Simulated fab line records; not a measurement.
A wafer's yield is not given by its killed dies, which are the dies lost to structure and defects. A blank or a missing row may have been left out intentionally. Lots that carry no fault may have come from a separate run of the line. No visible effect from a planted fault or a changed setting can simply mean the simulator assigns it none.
fab line records | flow n5Finfet | part 1 of 2: steps 1 to 4 of 6
record lots=21 | wafers=63 | lastDay=17
route steps=1938 shown MOL_CONTACT_COAG@529
lots with no fault: from the same line, run without faults
startH: hours from the record's opening day to when the first of the lot's shown wafers began | waitH: hours from the lot's prior step to this one | " unchanged from the row above | L1.1+2: a row that stands for several wafers | - no value, or no start given | * or withheld: withheld | < > ~ a bound
route shown NAME@n: names a module that has steps shown in the file, with the first one's number in the route | usual: mean/standard deviation of fault-free wafers | same: alike in all rows | chamber/n: place in a boat | sites: readings site by site | _std_site: their standard deviation | _edge_site: the outer-site mean with the inner-site mean subtracted | radiusMm: for every site, how far away it sits from the centre of the wafer | mask NAME#n: copy n | behind: the last tool/chamber to shape the wafer | hold: the reason the lot was held/the length of the hold in hours/how it ended | device: names the non-switching transistor (n, p or np) | end of line: the tests these same wafers got at the end of their route | where a step has no rows: the recipe by itself | killed: dies that structure and defects cost at the first sort, which is not the same as the wafer's yield | map: a wafer's dies, marking killed ones x, the rest . and places with no die _
set.NAME: the setting that was run; set.NAME@STEP: the one run at that earlier step | model.NAME: the simulator's own value behind a step, which no gauge read
the route's steps for a sample of lots (tables are steps, rows are wafers)
services: a tool's chamber out of use, with start hour (startH, from the record's first day; less than 0 if before it), hours out, and reason
## steps
# step N5_MOL_CONTACT_COAG_DESCUM_13
# recipe chemistry=O2 | timeS=7 | sourcePowerW=50 | biasPowerW=20 | pressureMtorr=20 | rfFrequencyHz=2.712e+07 | tempC=40 | resist=CAR-EUV | o2FlowSccm=225
# usual drypumpMotorCurrentA=5.7/0.39 | oesProductAu=0.76/0.07 | rfVppV=243.5/1.3 | showerheadPlenumPTorr=2.11/0.068 | throttleValvePct=20.45/0.26
lot.wafer | tool       | chamber | startH | waitH | drypumpMotorCurrentA | oesProductAu | rfHoursCounterH | rfVppV | showerheadPlenumPTorr | throttleValvePct
L076.2    | rieDiel-05 | 0       | 101.00 | 0.9   | 5.4                  | 0.76         | 157             | 244.9  | 2.17                  | 20.70
L076.5    | "          | 2       | "      | "     | 5.2                  | 0.74         | -               | 244.5  | 2.17                  | 20.70
L076.6    | "          | 3       | "      | "     | 6.5                  | 0.68         | -               | 240.1  | 1.99                  | 20.55
L077.2    | rieDiel-05 | 1       | 107.57 | 1.2   | 5.6                  | 0.76         | 163             | 243.9  | 2.17                  | 20.40
L077.4    | "          | 2       | "      | "     | 5.2                  | 0.73         | 192             | 244.6  | 2.16                  | 20.70
L077.6    | "          | 3       | "      | "     | 6.4                  | 0.68         | -               | 242.6  | 1.99                  | 20.56
L078.3    | rieDiel-05 | 2       | 113.43 | 0.0   | 5.2                  | 0.73         | 195             | 245.2  | 2.16                  | 20.71
L078.4    | "          | 0       | "      | "     | 5.4                  | 0.76         | 164             | 245.2  | 2.16                  | 20.71
L078.6    | "          | 2       | "      | "     | 5.2                  | 0.73         | -               | 243.4  | 2.16                  | 20.70
L079.2    | rieDiel-05 | 0       | 123.37 | 0.0   | 5.4                  | 0.76         | 167             | 243.5  | 2.16                  | 20.71
L079.3    | "          | 3       | "      | "     | 6.4                  | 0.68         | 234             | 241.2  | 1.99                  | 20.56
L079.4    | "          | 2       | "      | "     | 5.2                  | 0.72         | 199             | 244.4  | 2.16                  | 20.70
L080.2    | rieDiel-05 | 1       | 124.58 | 0.0   | 5.6                  | 0.75         | 170             | 245.1  | 2.17                  | 20.42
L080.4    | "          | 3       | "      | "     | 6.4                  | 0.67         | 234             | 242.3  | 1.99                  | 20.56
L080.6    | "          | 1       | "      | "     | 5.6                  | 0.75         | -               | 243.6  | 2.17                  | 20.43
L081.1    | rieDiel-05 | 2       | 131.01 | 0.0   | 5.2                  | 0.72         | 202             | 244.9  | 2.16                  | 20.71
L081.4    | "          | 1       | "      | "     | 5.6                  | 0.75         | 172             | 244.3  | 2.17                  | 20.42
L081.6    | "          | 3       | "      | "     | 6.5                  | 0.68         | -               | 241.7  | 1.99                  | 20.56
L082.2    | rieDiel-03 | 1       | 135.18 | 0.0   | 5.7                  | 0.88         | 42              | 241.9  | 2.12                  | 20.18
L082.5    | "          | 1       | "      | "     | 5.7                  | 0.88         | -               | 244.9  | 2.12                  | 20.15
L082.6    | "          | 0       | "      | "     | 5.9                  | 0.76         | -               | 245.9  | 2.18                  | 20.22
L083.3    | rieDiel-05 | 0       | 139.37 | 0.0   | 5.4                  | 0.76         | 173             | 244.4  | 2.16                  | 20.72
L083.4    | "          | 2       | "      | "     | 5.2                  | 0.72         | 204             | 243.4  | 2.16                  | 20.70
L083.5    | "          | 2       | "      | "     | 5.2                  | 0.70         | -               | 244.9  | 2.16                  | 20.71
L084.2    | rieDiel-05 | 3       | 147.28 | 0.0   | 6.4                  | 0.68         | 243             | 242.3  | 1.99                  | 20.58
L084.4    | "          | 1       | "      | "     | 5.6                  | 0.74         | -               | 244.3  | 2.16                  | 20.44
L084.6    | "          | 3       | "      | "     | 6.5                  | 0.67         | -               | 240.6  | 1.99                  | 20.58
L085.1    | rieDiel-05 | 1       | 159.75 | 0.0   | 5.6                  | 0.74         | 183             | 245.3  | 2.16                  | 20.45
L085.2    | "          | 3       | "      | "     | 6.5                  | 0.66         | 248             | 241.1  | 1.98                  | 20.57
L085.6    | "          | 1       | "      | "     | 5.6                  | 0.75         | -               | 243.8  | 2.16                  | 20.45
L086.2    | rieDiel-01 | 1       | 163.86 | 0.9   | 5.7                  | 0.70         | 198             | 241.4  | 2.08                  | 20.14
L086.3    | "          | 0       | "      | "     | 5.9                  | 0.93         | 9               | 241.8  | 2.06                  | 20.28
L086.6    | "          | 0       | "      | "     | 5.9                  | 0.94         | -               | 242.9  | 2.06                  | 20.30
L087.1    | rieDiel-03 | 3       | 166.55 | 0.4   | 5.6                  | 0.82         | 107             | 243.0  | 1.99                  | 19.83
L087.5    | "          | 1       | "      | "     | 5.7                  | 0.85         | -               | 243.9  | 2.11                  | 20.16
L087.6    | "          | 0       | "      | "     | 5.9                  | 0.75         | -               | 245.1  | 2.18                  | 20.25
L088.1    | rieDiel-05 | 2       | 177.44 | 0.0   | 5.2                  | 0.71         | 207             | 245.6  | 2.16                  | 20.74
L088.2    | "          | 1       | "      | "     | 5.6                  | 0.74         | 184             | 246.3  | 2.16                  | 20.47
L088.3    | "          | 3       | "      | "     | 6.5                  | 0.65         | 249             | 241.9  | 1.98                  | 20.57
L089.2    | rieDiel-03 | 3       | 179.82 | 0.0   | 5.7                  | 0.81         | 113             | 241.6  | 1.99                  | 19.83
L089.4    | "          | 0       | "      | "     | 5.9                  | 0.75         | 177             | 243.1  | 2.18                  | 20.25
L089.5    | "          | 1       | "      | "     | 5.7                  | 0.86         | -               | 243.5  | 2.11                  | 20.17
L090.2    | rieDiel-03 | 0       | 183.21 | 0.5   | 5.9                  | 0.74         | 178             | 245.2  | 2.18                  | 20.26
L090.3    | "          | 1       | "      | "     | 5.7                  | 0.85         | 61              | 244.1  | 2.11                  | 20.19
L090.6    | "          | 0       | "      | "     | 5.9                  | 0.74         | -               | 245.1  | 2.18                  | 20.27
L091.2    | rieDiel-05 | 2       | 192.84 | 0.6   | 5.2                  | 0.71         | 218             | 244.4  | 2.16                  | 20.75
L091.3    | "          | 1       | "      | "     | 5.6                  | 0.73         | 194             | 244.7  | 2.16                  | 20.45
L091.6    | "          | 1       | "      | "     | 5.6                  | 0.72         | -               | 243.7  | 2.16                  | 20.44
L093.1    | rieDiel-03 | 1       | 203.23 | 0.1   | 5.7                  | 0.84         | 71              | 244.6  | 2.11                  | 20.19
L093.2    | "          | 0       | "      | "     | 5.9                  | 0.73         | 189             | 245.0  | 2.17                  | 20.30
L093.5    | "          | 0       | "      | "     | 5.9                  | 0.74         | -               | 244.1  | 2.17                  | 20.27
L094.1    | rieDiel-01 | 3       | 210.99 | 0.0   | 5.6                  | 0.68         | 228             | 242.3  | 2.07                  | 20.73
L094.5    | "          | 1       | "      | "     | 5.8                  | 0.69         | -               | 242.5  | 2.08                  | 20.16
L094.6    | "          | 3       | "      | "     | 5.6                  | 0.67         | -               | 242.9  | 2.07                  | 20.74
L095.1    | rieDiel-01 | 0       | 215.78 | 0.4   | 5.9                  | 0.90         | 27              | 242.5  | 2.05                  | 20.34
L095.3    | "          | 1       | "      | "     | 5.8                  | 0.69         | 216             | 242.5  | 2.07                  | 20.16
L095.4    | "          | 3       | "      | "     | 5.5                  | 0.68         | 230             | 242.8  | 2.07                  | 20.75
L096.1    | rieDiel-01 | 2       | 220.43 | 0.0   | 5.7                  | 0.97         | 2               | 241.8  | 2.06                  | 20.52
L096.3    | "          | 1       | "      | "     | 5.8                  | 0.70         | 217             | 242.8  | 2.07                  | 20.17
L096.4    | "          | 0       | "      | "     | 5.9                  | 0.89         | 29              | 242.4  | 2.05                  | 20.35
L097.2    | rieDiel-03 | 2       | 227.74 | 0.3   | 5.0                  | 0.73         | 196             | 243.0  | 2.09                  | 20.44
L097.4    | "          | 0       | "      | "     | 5.9                  | 0.73         | 198             | 243.3  | 2.17                  | 20.29
L097.5    | "          | 1       | "      | "     | 5.7                  | 0.83         | -               | 243.6  | 2.10                  | 20.22
# step N5_MOL_CONTACT_COAG_ETCH_106
# recipe chemistry=N2/H2 | target=SOC | targetDepthA=800 | overetchA=160 | maskMaterial=SiARC | tempC=40 | timeS=120 | ionEnergyEv=200 | pressureMtorr=30 | sourceW=840 | biasW=150 | n2FlowSccm=200 | h2FlowSccm=200
# usual drypumpMotorCurrentA=5.7/0.39 | n2FlowSccm=200.0/0.63 | oesProductAu=0.68/0.057 | rfVppV=524.4/2.5 | showerheadPlenumPTorr=2.56/0.087 | throttleValvePct=17.88/0.29
lot.wafer | tool       | chamber | startH | waitH | drypumpMotorCurrentA | n2FlowSccm | oesProductAu | rfHoursCounterH | rfVppV | showerheadPlenumPTorr | throttleValvePct
L076.2    | rieDiel-05 | 0       | 101.08 | 0.0   | 5.4                  | 199.6      | 0.69         | 157             | 526.0  | 2.65                  | 18.22
L076.5    | "          | 2       | "      | "     | 5.2                  | 200.2      | 0.66         | -               | 526.6  | 2.65                  | 18.29
L076.6    | "          | 3       | "      | "     | 6.5                  | 200.6      | 0.62         | -               | 520.7  | 2.39                  | 17.81
L077.2    | rieDiel-05 | 1       | 107.65 | 0.0   | 5.6                  | 199.7      | 0.69         | 163             | 526.5  | 2.61                  | 17.65
L077.4    | "          | 2       | "      | "     | 5.2                  | 199.9      | 0.66         | 192             | 527.0  | 2.65                  | 18.30
L077.6    | "          | 3       | "      | "     | 6.5                  | 201.0      | 0.61         | -               | 519.6  | 2.39                  | 17.82
L078.3    | rieDiel-05 | 2       | 113.52 | 0.0   | 5.2                  | 200.3      | 0.66         | 195             | 527.5  | 2.65                  | 18.31
L078.4    | "          | 0       | "      | "     | 5.4                  | 199.3      | 0.69         | 164             | 526.0  | 2.65                  | 18.26
L078.6    | "          | 2       | "      | "     | 5.2                  | 199.7      | 0.66         | -               | 525.3  | 2.65                  | 18.31
L079.2    | rieDiel-05 | 0       | 123.45 | 0.0   | 5.4                  | 201.0      | 0.69         | 167             | 526.9  | 2.64                  | 18.26
L079.3    | "          | 3       | "      | "     | 6.5                  | 199.9      | 0.61         | 234             | 520.2  | 2.39                  | 17.86
L079.4    | "          | 2       | "      | "     | 5.2                  | 199.9      | 0.66         | 199             | 526.8  | 2.65                  | 18.31
L080.2    | rieDiel-05 | 1       | 124.67 | 0.0   | 5.6                  | 199.0      | 0.68         | 170             | 527.8  | 2.61                  | 17.68
L080.4    | "          | 3       | "      | "     | 6.5                  | 199.5      | 0.61         | 234             | 520.9  | 2.39                  | 17.84
L080.6    | "          | 1       | "      | "     | 5.7                  | 199.5      | 0.69         | -               | 526.3  | 2.61                  | 17.66
L081.1    | rieDiel-05 | 2       | 131.09 | 0.0   | 5.2                  | 199.2      | 0.65         | 202             | 527.5  | 2.65                  | 18.32
L081.4    | "          | 1       | "      | "     | 5.6                  | 200.8      | 0.68         | 172             | 526.7  | 2.61                  | 17.65
L081.6    | "          | 3       | "      | "     | 6.5                  | 201.2      | 0.61         | -               | 519.4  | 2.39                  | 17.84
L082.2    | rieDiel-03 | 1       | 135.26 | 0.0   | 5.7                  | 198.5      | 0.78         | 42              | 525.5  | 2.59                  | 17.70
L082.5    | "          | 1       | "      | "     | 5.7                  | 199.7      | 0.78         | -               | 527.0  | 2.59                  | 17.70
L082.6    | "          | 0       | "      | "     | 5.9                  | 201.4      | 0.69         | -               | 526.2  | 2.65                  | 17.60
L083.3    | rieDiel-05 | 0       | 139.45 | 0.0   | 5.4                  | 200.2      | 0.68         | 173             | 526.0  | 2.64                  | 18.25
L083.4    | "          | 2       | "      | "     | 5.2                  | 200.1      | 0.65         | 204             | 525.1  | 2.65                  | 18.30
L083.5    | "          | 2       | "      | "     | 5.2                  | 200.4      | 0.65         | -               | 527.5  | 2.65                  | 18.32
L084.2    | rieDiel-05 | 3       | 147.36 | 0.0   | 6.4                  | 200.2      | 0.61         | 243             | 519.0  | 2.39                  | 17.84
L084.4    | "          | 1       | "      | "     | 5.6                  | 199.4      | 0.68         | -               | 527.4  | 2.61                  | 17.67
L084.6    | "          | 3       | "      | "     | 6.5                  | 201.0      | 0.60         | -               | 520.1  | 2.38                  | 17.87
L085.1    | rieDiel-05 | 1       | 159.84 | 0.0   | 5.6                  | 201.4      | 0.67         | 183             | 527.5  | 2.61                  | 17.67
L085.2    | "          | 3       | "      | "     | 6.5                  | 200.5      | 0.60         | 248             | 520.1  | 2.38                  | 17.87
L085.6    | "          | 1       | "      | "     | 5.6                  | 200.5      | 0.67         | -               | 528.3  | 2.61                  | 17.67
L086.2    | rieDiel-01 | 1       | 163.95 | 0.0   | 5.8                  | 200.2      | 0.64         | 198             | 524.6  | 2.52                  | 17.47
L086.3    | "          | 0       | "      | "     | 5.9                  | 199.3      | 0.84         | 9               | 522.3  | 2.51                  | 17.76
L086.6    | "          | 0       | "      | "     | 5.9                  | 200.5      | 0.83         | -               | 521.6  | 2.51                  | 17.79
L087.1    | rieDiel-03 | 3       | 166.63 | 0.0   | 5.7                  | 199.2      | 0.71         | 107             | 520.9  | 2.47                  | 17.49
L087.5    | "          | 1       | "      | "     | 5.7                  | 200.5      | 0.77         | -               | 525.2  | 2.59                  | 17.71
L087.6    | "          | 0       | "      | "     | 5.9                  | 200.2      | 0.68         | -               | 526.2  | 2.64                  | 17.62
L088.1    | rieDiel-05 | 2       | 177.52 | 0.0   | 5.2                  | 200.3      | 0.65         | 207             | 526.0  | 2.64                  | 18.32
L088.2    | "          | 1       | "      | "     | 5.7                  | 200.5      | 0.67         | 184             | 524.9  | 2.60                  | 17.68
L088.3    | "          | 3       | "      | "     | 6.5                  | 199.6      | 0.61         | 249             | 519.4  | 2.38                  | 17.87
L089.2    | rieDiel-03 | 3       | 179.90 | 0.0   | 5.7                  | 199.9      | 0.72         | 113             | 521.4  | 2.47                  | 17.50
L089.4    | "          | 0       | "      | "     | 5.9                  | 199.1      | 0.68         | 177             | 526.6  | 2.64                  | 17.65
L089.5    | "          | 1       | "      | "     | 5.7                  | 199.3      | 0.75         | -               | 525.5  | 2.58                  | 17.72
L090.2    | rieDiel-03 | 0       | 183.30 | 0.0   | 5.9                  | 200.3      | 0.67         | 178             | 526.0  | 2.64                  | 17.65
L090.3    | "          | 1       | "      | "     | 5.6                  | 200.5      | 0.76         | 61              | 525.2  | 2.58                  | 17.72
L090.6    | "          | 0       | "      | "     | 5.9                  | 199.2      | 0.67         | -               | 526.2  | 2.64                  | 17.65
L091.2    | rieDiel-05 | 2       | 192.92 | 0.0   | 5.2                  | 201.2      | 0.64         | 218             | 526.7  | 2.64                  | 18.33
L091.3    | "          | 1       | "      | "     | 5.6                  | 200.4      | 0.67         | 194             | 526.0  | 2.60                  | 17.70
L091.6    | "          | 1       | "      | "     | 5.6                  | 200.2      | 0.66         | -               | 527.0  | 2.60                  | 17.70
L093.1    | rieDiel-03 | 1       | 203.31 | 0.0   | 5.7                  | 199.5      | 0.74         | 71              | 525.9  | 2.58                  | 17.76
L093.2    | "          | 0       | "      | "     | 5.9                  | 201.1      | 0.66         | 189             | 526.5  | 2.63                  | 17.66
L093.5    | "          | 0       | "      | "     | 5.8                  | 199.6      | 0.67         | -               | 527.0  | 2.63                  | 17.64
L094.1    | rieDiel-01 | 3       | 211.08 | 0.0   | 5.6                  | 200.3      | 0.62         | 228             | 522.6  | 2.51                  | 18.15
L094.5    | "          | 1       | "      | "     | 5.8                  | 199.0      | 0.63         | -               | 522.2  | 2.51                  | 17.51
L094.6    | "          | 3       | "      | "     | 5.5                  | 200.3      | 0.62         | -               | 521.9  | 2.51                  | 18.15
L095.1    | rieDiel-01 | 0       | 215.86 | 0.0   | 5.9                  | 199.8      | 0.80         | 27              | 522.4  | 2.51                  | 17.78
L095.3    | "          | 1       | "      | "     | 5.8                  | 199.6      | 0.63         | 216             | 522.9  | 2.51                  | 17.48
L095.4    | "          | 3       | "      | "     | 5.5                  | 199.6      | 0.62         | 230             | 522.5  | 2.51                  | 18.15
L096.1    | rieDiel-01 | 2       | 220.51 | 0.0   | 5.7                  | 198.9      | 0.85         | 2               | 522.6  | 2.50                  | 17.89
L096.3    | "          | 1       | "      | "     | 5.8                  | 199.6      | 0.63         | 217             | 522.5  | 2.51                  | 17.52
L096.4    | "          | 0       | "      | "     | 5.9                  | 200.0      | 0.79         | 29              | 522.9  | 2.50                  | 17.81
L097.2    | rieDiel-03 | 2       | 227.82 | 0.0   | 5.1                  | 200.4      | 0.65         | 197             | 522.7  | 2.54                  | 17.78
L097.4    | "          | 0       | "      | "     | 5.9                  | 199.5      | 0.66         | 198             | 526.4  | 2.63                  | 17.70
L097.5    | "          | 1       | "      | "     | 5.7                  | 199.5      | 0.73         | -               | 525.6  | 2.57                  | 17.75
# step N5_MOL_CONTACT_COAG_ANNEAL_113
# recipe tempC=400 | timeS=300 | ambient=H2/N2
# usual lampPowerPct=2.53/0.04 | lamp_zone_1_pct=2.53/0.04 | wafer_temp_C_max=402.2/0.52
lot.wafer | tool         | chamber | startH | waitH | lampPowerPct | lamp_zone_1_pct | wafer_temp_C_max
L076.2    | rtpAnneal-01 | 0       | 104.98 | 0.5   | 2.48         | 2.48            | 402.6
L076.5    | "            | 0       | "      | "     | 2.48         | 2.48            | 402.2
L076.6    | "            | 0       | "      | "     | 2.48         | 2.48            | 402.8
L077.2    | rtpAnneal-02 | 0       | 110.83 | 0.5   | 2.57         | 2.57            | 401.6
L077.4    | "            | 0       | "      | "     | 2.56         | 2.57            | 401.6
L077.6    | "            | 0       | "      | "     | 2.56         | 2.57            | 401.7
L078.3    | rtpAnneal-02 | 0       | 117.30 | 0.6   | 2.56         | 2.57            | 401.3
L078.4    | "            | 0       | "      | "     | 2.57         | 2.56            | 402.0
L078.6    | "            | 0       | "      | "     | 2.56         | 2.56            | 402.2
L079.2    | rtpAnneal-01 | 0       | 126.21 | 0.5   | 2.48         | 2.48            | 402.9
L079.3    | "            | 0       | "      | "     | 2.48         | 2.48            | 402.4
L079.4    | "            | 0       | "      | "     | 2.48         | 2.48            | 402.5
L080.2    | rtpAnneal-02 | 0       | 129.94 | 0.8   | 2.56         | 2.56            | 401.8
L080.4    | "            | 0       | "      | "     | 2.56         | 2.56            | 401.9
L080.6    | "            | 0       | "      | "     | 2.56         | 2.56            | 401.8
L081.1    | rtpAnneal-02 | 0       | 134.52 | 0.3   | 2.56         | 2.56            | 401.9
L081.4    | "            | 0       | "      | "     | 2.56         | 2.56            | 402.1
L081.6    | "            | 0       | "      | "     | 2.56         | 2.56            | 402.0
L082.2    | rtpAnneal-01 | 0       | 140.50 | 0.7   | 2.48         | 2.48            | 402.7
L082.5    | "            | 0       | "      | "     | 2.48         | 2.48            | 403.4
L082.6    | "            | 0       | "      | "     | 2.48         | 2.48            | 402.3
L083.3    | rtpAnneal-01 | 0       | 143.44 | 0.6   | 2.48         | 2.48            | 402.9
L083.4    | "            | 0       | "      | "     | 2.48         | 2.48            | 402.0
L083.5    | "            | 0       | "      | "     | 2.48         | 2.48            | 403.3
L084.2    | rtpAnneal-02 | 0       | 151.95 | 0.5   | 2.56         | 2.56            | 401.8
L084.4    | "            | 0       | "      | "     | 2.56         | 2.57            | 402.1
L084.6    | "            | 0       | "      | "     | 2.57         | 2.56            | 401.9
L085.1    | rtpAnneal-02 | 0       | 162.84 | 0.3   | 2.56         | 2.56            | 402.2
L085.2    | "            | 0       | "      | "     | 2.56         | 2.56            | 401.6
L085.6    | "            | 0       | "      | "     | 2.56         | 2.56            | 402.0
L086.2    | rtpAnneal-01 | 0       | 169.08 | 0.5   | 2.48         | 2.48            | 402.0
L086.3    | "            | 0       | "      | "     | 2.48         | 2.48            | 402.7
L086.6    | "            | 0       | "      | "     | 2.48         | 2.48            | 402.3
L087.1    | rtpAnneal-02 | 0       | 169.36 | 0.5   | 2.56         | 2.56            | 403.0
L087.5    | "            | 0       | "      | "     | 2.56         | 2.56            | 403.3
L087.6    | "            | 0       | "      | "     | 2.56         | 2.56            | 402.1
L088.1    | rtpAnneal-01 | 0       | 180.52 | 0.3   | 2.48         | 2.48            | 402.1
L088.2    | "            | 0       | "      | "     | 2.48         | 2.48            | 401.8
L088.3    | "            | 0       | "      | "     | 2.48         | 2.48            | 401.5
L089.2    | rtpAnneal-02 | 0       | 182.73 | 0.5   | 2.56         | 2.56            | 402.7
L089.4    | "            | 0       | "      | "     | 2.56         | 2.57            | 402.4
L089.5    | "            | 0       | "      | "     | 2.56         | 2.57            | 402.2
L090.2    | rtpAnneal-01 | 0       | 186.18 | 0.5   | 2.48         | 2.48            | 402.6
L090.3    | "            | 0       | "      | "     | 2.48         | 2.48            | 402.3
L090.6    | "            | 0       | "      | "     | 2.48         | 2.48            | 403.8
L091.2    | rtpAnneal-02 | 0       | 196.88 | 0.5   | 2.56         | 2.56            | 401.7
L091.3    | "            | 0       | "      | "     | 2.56         | 2.56            | 401.9
L091.6    | "            | 0       | "      | "     | 2.56         | 2.56            | 403.0
L093.1    | rtpAnneal-02 | 0       | 208.20 | 0.5   | 2.56         | 2.56            | 401.8
L093.2    | "            | 0       | "      | "     | 2.57         | 2.56            | 402.1
L093.5    | "            | 0       | "      | "     | 2.56         | 2.56            | 402.4
L094.1    | rtpAnneal-02 | 0       | 215.40 | 0.3   | 2.56         | 2.56            | 401.8
L094.5    | "            | 0       | "      | "     | 2.56         | 2.56            | 402.4
L094.6    | "            | 0       | "      | "     | 2.56         | 2.56            | 402.0
L095.1    | rtpAnneal-01 | 0       | 218.51 | 0.3   | 2.47         | 2.48            | 402.3
L095.3    | "            | 0       | "      | "     | 2.48         | 2.48            | 403.5
L095.4    | "            | 0       | "      | "     | 2.49         | 2.48            | 402.7
L096.1    | rtpAnneal-02 | 0       | 223.87 | 0.3   | 2.56         | 2.56            | 401.7
L096.3    | "            | 0       | "      | "     | 2.57         | 2.56            | 401.2
L096.4    | "            | 0       | "      | "     | 2.56         | 2.56            | 402.1
L097.2    | rtpAnneal-01 | 0       | 233.56 | 0.5   | 2.48         | 2.48            | 402.0
L097.4    | "            | 0       | "      | "     | 2.48         | 2.48            | 401.7
L097.5    | "            | 0       | "      | "     | 2.49         | 2.49            | 402.2
# step N5_MOL_CONTACT_COAG_SPUTTER_130
# recipe material=Co | targetThkA=475 | tempC=25 | chamberPressurePa=0.5 | powerW=3000
# usual throttleValvePct=29.8/1.1
lot.wafer | tool          | chamber | startH | waitH | throttleValvePct
L076.2    | pvdSputter-01 | -       | 106.18 | 0.0   | 29.3
L076.5    | "             | -       | "      | "     | 30.9
L076.6    | "             | -       | "      | "     | 29.1
L077.2    | pvdSputter-02 | -       | 112.31 | 0.0   | 31.4
L077.4    | "             | -       | "      | "     | 28.4
L077.6    | "             | -       | "      | "     | 28.4
L078.3    | pvdSputter-01 | -       | 122.24 | 0.0   | 32.1
L078.4    | "             | -       | "      | "     | 27.7
L078.6    | "             | -       | "      | "     | 29.1
L079.2    | pvdSputter-02 | -       | 128.74 | 0.0   | 31.2
L079.3    | "             | -       | "      | "     | 30.1
L079.4    | "             | -       | "      | "     | 29.5
L080.2    | pvdSputter-03 | -       | 131.73 | 0.0   | 30.4
L080.4    | "             | -       | "      | "     | 29.2
L080.6    | "             | -       | "      | "     | 29.4
L081.1    | pvdSputter-01 | -       | 138.91 | 0.0   | 29.3
L081.4    | "             | -       | "      | "     | 30.9
L081.6    | "             | -       | "      | "     | 30.9
L082.2    | pvdSputter-02 | -       | 142.45 | 0.0   | 29.5
L082.5    | "             | -       | "      | "     | 29.8
L082.6    | "             | -       | "      | "     | 28.3
L083.3    | pvdSputter-03 | -       | 144.97 | 0.0   | 28.9
L083.4    | "             | -       | "      | "     | 30.5
L083.5    | "             | -       | "      | "     | 30.5
L084.2    | pvdSputter-02 | -       | 157.35 | 0.0   | 29.3
L084.4    | "             | -       | "      | "     | 29.2
L084.6    | "             | -       | "      | "     | 28.2
L085.1    | pvdSputter-03 | -       | 164.05 | 0.0   | 30.5
L085.2    | "             | -       | "      | "     | 29.0
L085.6    | "             | -       | "      | "     | 29.6
L086.2    | pvdSputter-02 | -       | 170.81 | 0.0   | 31.4
L086.3    | "             | -       | "      | "     | 28.2
L086.6    | "             | -       | "      | "     | 31.3
L087.1    | pvdSputter-03 | -       | 170.90 | 0.0   | 29.5
L087.5    | "             | -       | "      | "     | 30.5
L087.6    | "             | -       | "      | "     | 30.2
L088.1    | pvdSputter-02 | -       | 181.72 | 0.0   | 30.0
L088.2    | "             | -       | "      | "     | 29.6
L088.3    | "             | -       | "      | "     | 31.3
L089.2    | pvdSputter-03 | -       | 184.46 | 0.0   | 30.3
L089.4    | "             | -       | "      | "     | 29.5
L089.5    | "             | -       | "      | "     | 29.0
L090.2    | pvdSputter-02 | -       | 188.77 | 0.0   | 31.4
L090.3    | "             | -       | "      | "     | 29.4
L090.6    | "             | -       | "      | "     | 29.6
L091.2    | pvdSputter-01 | -       | 197.80 | 0.0   | 31.0
L091.3    | "             | -       | "      | "     | 31.8
L091.6    | "             | -       | "      | "     | 30.8
L093.1    | pvdSputter-01 | -       | 210.70 | 0.0   | 27.8
L093.2    | "             | -       | "      | "     | 30.8
L093.5    | "             | -       | "      | "     | 27.9
L094.1    | pvdSputter-01 | -       | 216.96 | 0.0   | 28.8
L094.5    | "             | -       | "      | "     | 31.0
L094.6    | "             | -       | "      | "     | 28.7
L095.1    | pvdSputter-03 | -       | 221.90 | 0.0   | 30.2
L095.3    | "             | -       | "      | "     | 29.6
L095.4    | "             | -       | "      | "     | 30.1
L096.1    | pvdSputter-03 | -       | 225.14 | 0.0   | 29.1
L096.3    | "             | -       | "      | "     | 29.3
L096.4    | "             | -       | "      | "     | 30.2
L097.2    | pvdSputter-02 | -       | 236.07 | 0.0   | 29.5
L097.4    | "             | -       | "      | "     | 28.4
L097.5    | "             | -       | "      | "     | 29.9
